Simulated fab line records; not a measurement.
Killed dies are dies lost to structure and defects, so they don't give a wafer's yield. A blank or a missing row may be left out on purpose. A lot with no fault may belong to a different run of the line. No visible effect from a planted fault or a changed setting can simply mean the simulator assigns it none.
A struck lot beside a sound one | flow n5Finfet | 35 out of 1938 route steps
Sound: these wafers, L948.1, L948.2, L948.3. Struck: wafers L958.2, L958.3 (left out: L958.4, a lot-mate that was not struck); the cause follows at the end.
Each step with rows lists, per side, the tool, then ch with its chambers, then its first start. Under that, the readings that differ: sound wafers | struck wafers | difference of the means | sigmas: that difference in standard deviations of wafers without a fault.
alike: same words and numbers on both sides, and readings whose means sit less than 2 such deviations apart. not compared: any withheld reading, any reading some wafer has no value for, any bound like >300 that may hide the same value, and any number with overlapping values for which the record gives no deviation.
Wherever a step has rows on one side only, a row that says differs or no value, or a row with sigmas, the two part there. Numbers that have no deviation but don't overlap get no sigmas and don't part them. Lack of a reading on every wafer of one side parts them only where that side has two or more wafers.

first, 11 steps without rows for these wafers: N5_BEOL_M6_HM_STRIP_39 (strips TiN in peroxide tin strip, target depth 25 nm, time 158 s); N5_BEOL_M6_SRD_40 (time 30 s); N5_BEOL_M6_PRECLEAN_42 (cleans in residue remover, time 60 s); N5_BEOL_M6_SRD_43 (time 30 s); N5_BEOL_M6_CURE_75 (cures SiCOH lowk, time 120 s); N5_BEOL_M6_DEGAS_44 (time 60 s); N5_BEOL_M6_PRE_CLEAN_45 (time 30 s); N5_BEOL_M6_ALD_77 (deposits TaN, target thk 2 nm, pulse time 2 s, purge time 3 s); N5_BEOL_M6_SURFACE_TREAT_79; N5_BEOL_M6_CVD_78 (deposits Co from CCTBA/H2, target thk 2 nm, time 142.3 s); N5_BEOL_M6_SPUTTER_48 (material Cu, target thk 10 nm, time 1.667 s).
N5_BEOL_M6_ECD_50: material Cu, target thk 300 nm.
  sound on ecdCu-02 ch 0,1, day 10 17:10; struck on ecdCu-02 ch 0,1, day 13 17:58
then, 22 steps without rows for these wafers: N5_BEOL_M6_ANNEAL_51 (time 90 s); N5_BEOL_M6_CMP_52 (polishes, stops on SiCOH lowk, t overpolish 6.9 s, target thk 80 nm); N5_BEOL_M6_PRE_CLEAN_55 (time 15 s); N5_BEOL_M6_DEP_56 (deposits SiCN from 3MS/NH3, target thk 10 nm, time 17.5 s); N5_BEOL_M7_ILD_DEP_00 (deposits SiCOH lowk from DEMS/porogen, target thk 179.75 nm, time 33.4 s); N5_BEOL_M7_CURE_74 (cures SiCOH lowk, time 240 s); N5_BEOL_M7_PECVD_70 (deposits SiO2 from TEOS/O2, target thk 20 nm, time 22.7 s); N5_BEOL_M7_HM_DEP_02 (deposits TiN, target thk 20 nm); N5_BEOL_M7_COAT_59 (time 60 s, resist thk 100 nm); N5_BEOL_M7_COAT_60 (time 60 s, resist thk 35 nm); N5_BEOL_M7_COAT_05 (resist thk 90 nm); N5_BEOL_M7_EBR_07; N5_BEOL_M7_SOFTBAKE_06 (time 60 s); N5_BEOL_M7_EXPOSE_08 (exposes mask M7); N5_BEOL_M7_PEB_09 (peb time 60 s); N5_BEOL_M7_DEVELOP_10 (develop time 30 s); N5_BEOL_M7_DESCUM_16 (chemistry O2, time 7.9 s); N5_BEOL_M7_ETCH_61 (etches SiARC in CF4, target depth 45.5 nm, time 75.8 s); N5_BEOL_M7_ETCH_62 (etches SOC in N2/H2, target depth 110 nm, overetch 22 nm, time 165 s); N5_BEOL_M7_STRIP_68 (strips in N2/H2); N5_BEOL_M7_STRIP_67 (strips in CF4); N5_BEOL_M7_HM_OPEN_17 (chemistry Cl2/BCl3, target TiN, target depth 20 nm, overetch 6 nm).
-- here the record skips 4 days between the struck wafers' starts before and after, leaving off in module BEOL_M7 and picking up in module PASSIVATION (first step shown: number 1936 of the route) --
N5_PASSIVATION_PROBE_49:
  struck on prober-02, day 17 11:47; sound on prober-02, day 15 00:19
reading                 | sound          | struck    | difference | sigmas
defectLimitedYield (%)  | 91.5 90.8 89.6 | 71.3 71.5 | -19.2      | -14
killed_at_M4_up         | 6 13 11        | 254 266   | +250       | +50
killedDies              | 100 108 123    | 339 336   | +227       | +14
killedOnRim             | 15 7 12        | 37 41     | +28        | +7
sort_bin_5_function (%) | 5.4 5.8 6.3    | 17.9 18.1 | +12.2      | +14
sort_bin_6_memory (%)   | 2.7 3.2 3.8    | 10.0 8.9  | +6.2       | +9
sortNPass               | 1080 1072 1057 | 841 844   | -227       | -13
sortYieldPct (%)        | 91.5 90.8 89.6 | 71.3 71.5 | -19.2      | -13
  alike: killed_at_M0_to_M3, killedAtContacts, killedAtFrontEnd, killedAtOther, killedOpen, killedShort

== WHERE THEY PART ==
Within this record, at N5_PASSIVATION_PROBE_49 only.

WHY: what the simulator had put in
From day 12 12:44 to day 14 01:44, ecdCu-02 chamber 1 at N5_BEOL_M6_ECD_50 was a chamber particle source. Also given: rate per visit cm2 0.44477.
